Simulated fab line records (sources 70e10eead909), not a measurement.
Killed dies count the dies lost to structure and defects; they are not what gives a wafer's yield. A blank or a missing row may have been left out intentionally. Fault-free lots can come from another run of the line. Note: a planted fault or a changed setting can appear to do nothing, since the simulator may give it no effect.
Which of the tools did it? / flow nand harc / 6 lots with 18 wafers sampled at 5 steps, on a route of 1159 steps

## WHAT THE GAUGES SHOWED, per wafer
NHARC_END_SORT_01.
lot=L480; measured=day 19 16:37; on=prober-02; killed open=4
lot=L481; measured=day 20 22:55; on=prober-01; killed open=3 3 8
lot=L482; measured=day 21 11:04; on=prober-02; killed open=4 7 2

## WHICH TOOL RAN EACH LOT (tool, then ch and the chambers of the sampled wafers, then the start)
lot=L477; NHARC_A_STAIRCASE_STRIP_172=wet bench-04 ch 0,4,6, day 11 04:17; NHARC_A_STAIRCASE_STRIP_446=plasma asher-01 ch 0,1, day 14 03:35; NHARC_A_STAIRCASE_CMP_152=cmp-04 ch 0,1,2, day 14 04:29; NHARC_A_SGD_CUT_DESCUM_14=rie diel-04 ch 0,1,3, day 14 07:14
lot=L480; NHARC_A_STAIRCASE_STRIP_172=wet bench-07 ch 1,3,4, day 11 17:21; NHARC_A_STAIRCASE_STRIP_446=plasma asher-01 ch 0,1, day 14 11:50; NHARC_A_STAIRCASE_CMP_152=cmp-03 ch 1,2, day 14 12:40; NHARC_A_SGD_CUT_DESCUM_14=rie diel-01 ch 0,2,3, day 14 16:02
lot=L481; NHARC_A_STAIRCASE_STRIP_172=wet bench-02 ch 0,1,2, day 12 06:50; NHARC_A_STAIRCASE_STRIP_446=plasma asher-02 ch 0,1, day 15 06:50; NHARC_A_STAIRCASE_CMP_152=cmp-02 ch 1,2,3, day 15 07:43; NHARC_A_SGD_CUT_DESCUM_14=rie diel-01 ch 0,1,3, day 15 10:35
lot=L482; NHARC_A_STAIRCASE_STRIP_172=wet bench-04 ch 3,4,7, day 12 14:11; NHARC_A_STAIRCASE_STRIP_446=plasma asher-02 ch 0,1, day 16 00:05; NHARC_A_STAIRCASE_CMP_152=cmp-04 ch 1,2,3, day 16 01:01; NHARC_A_SGD_CUT_DESCUM_14=rie diel-04 ch 0,3, day 16 03:49
lot=L488; NHARC_A_STAIRCASE_STRIP_172=wet bench-04 ch 3,4,5, day 13 17:46; NHARC_A_STAIRCASE_STRIP_446=plasma asher-02 ch 0,1, day 16 12:58; NHARC_A_STAIRCASE_CMP_152=cmp-04 ch 1,2,3, day 16 13:49; NHARC_A_SGD_CUT_DESCUM_14=rie diel-02 ch 0,2,3, day 16 16:29
lot=L490; NHARC_A_STAIRCASE_STRIP_172=wet bench-04 ch 2,3,4, day 14 09:34; NHARC_A_STAIRCASE_STRIP_446=plasma asher-02 ch 0,1, day 17 09:04; NHARC_A_STAIRCASE_CMP_152=cmp-02 ch 0,1, day 17 09:56; NHARC_A_SGD_CUT_DESCUM_14=rie diel-02 ch 0,1,2, day 17 12:49
- NHARC_A_STAIRCASE_STRIP_172: strips in SPM, time 900 s.
- NHARC_A_STAIRCASE_STRIP_446: strips in O2.
- NHARC_A_STAIRCASE_CMP_152: polishes.
- NHARC_A_SGD_CUT_DESCUM_14: chemistry O2, time 3 s.

## THE ANSWER, worked out from the rows above alone
Rule: usual is defined by the lots themselves. Put in order of their means at a reading, lots are off if they are a third of the lots or fewer, leave a main group of 4 or more, and stand apart from it by a gap of 3 or more times the standard deviation of the main group's means; of several such gaps the widest counts. The tables above print the reading to a certain number of digits; a main group whose means all agree to those digits is not used. A lot without any number at a reading at which 4 lots or more have one is off too. Any other lot the step has rows for is counted as sound.
None of the lots is off at any reading shown; this tells nothing.

## WHAT THE SIMULATOR HAD PUT IN
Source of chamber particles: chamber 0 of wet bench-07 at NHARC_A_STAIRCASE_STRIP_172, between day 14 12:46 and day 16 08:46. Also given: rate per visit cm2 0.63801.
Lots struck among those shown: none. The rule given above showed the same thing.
